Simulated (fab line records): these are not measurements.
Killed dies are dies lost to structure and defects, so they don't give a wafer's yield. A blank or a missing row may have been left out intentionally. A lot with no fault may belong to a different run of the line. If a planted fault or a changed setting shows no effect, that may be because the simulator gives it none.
Chamber matching + flow nand_harc + rie_diel-13 running NHARC_A_CHANNEL_FILL_D1_STRIP_28: 3 sister chambers
The step strips in O2, time 20 s. 3 wafers are shown with their chamber, then 4 later ones without.

== WAFERS, EACH WITH ITS CHAMBER ==
| wafer  | chamber | drypump_motor_current_A (A) |
|--------|---------|-----------------------------|
| L774.2 | 1       | 4.8                         |
| L776.2 | 0       | 6.3                         |
| L776.3 | 3       | 6.1                         |

== WAFERS MISSING THEIR CHAMBER ==
| wafer  | drypump_motor_current_A (A) |
|--------|-----------------------------|
| L779.4 | 4.9                         |
| L779.5 | 4.9                         |
| L782.3 | 6.1                         |
| L782.6 | 6.1                         |

== CHAMBER TAKEN BY EACH ==
| wafer  | from the rows above | in truth |
|--------|---------------------|----------|
| L779.4 | 1                   | 1        |
| L779.5 | 1                   | 1        |
| L782.3 | 3                   | 3        |
| L782.6 | 3                   | 3        |
Correct placement for 4 of the 4. Not placeable from these rows: 0. 0 placed wrongly.
How it was worked out, from the rows above alone: a wafer's distance from a chamber is the root of the sum, over the readings, of the square of ((its reading less the chamber's mean) divided by the reading's scatter). The wafer belongs to the nearest chamber; if the next one is less than 2 further off, it can't be placed. For every chamber, the mean is computed from those of its wafers that are shown. The scatter (one wafer shown for each chamber): square how far every hidden wafer sits from the nearest shown wafer, average those squares and take the square root.
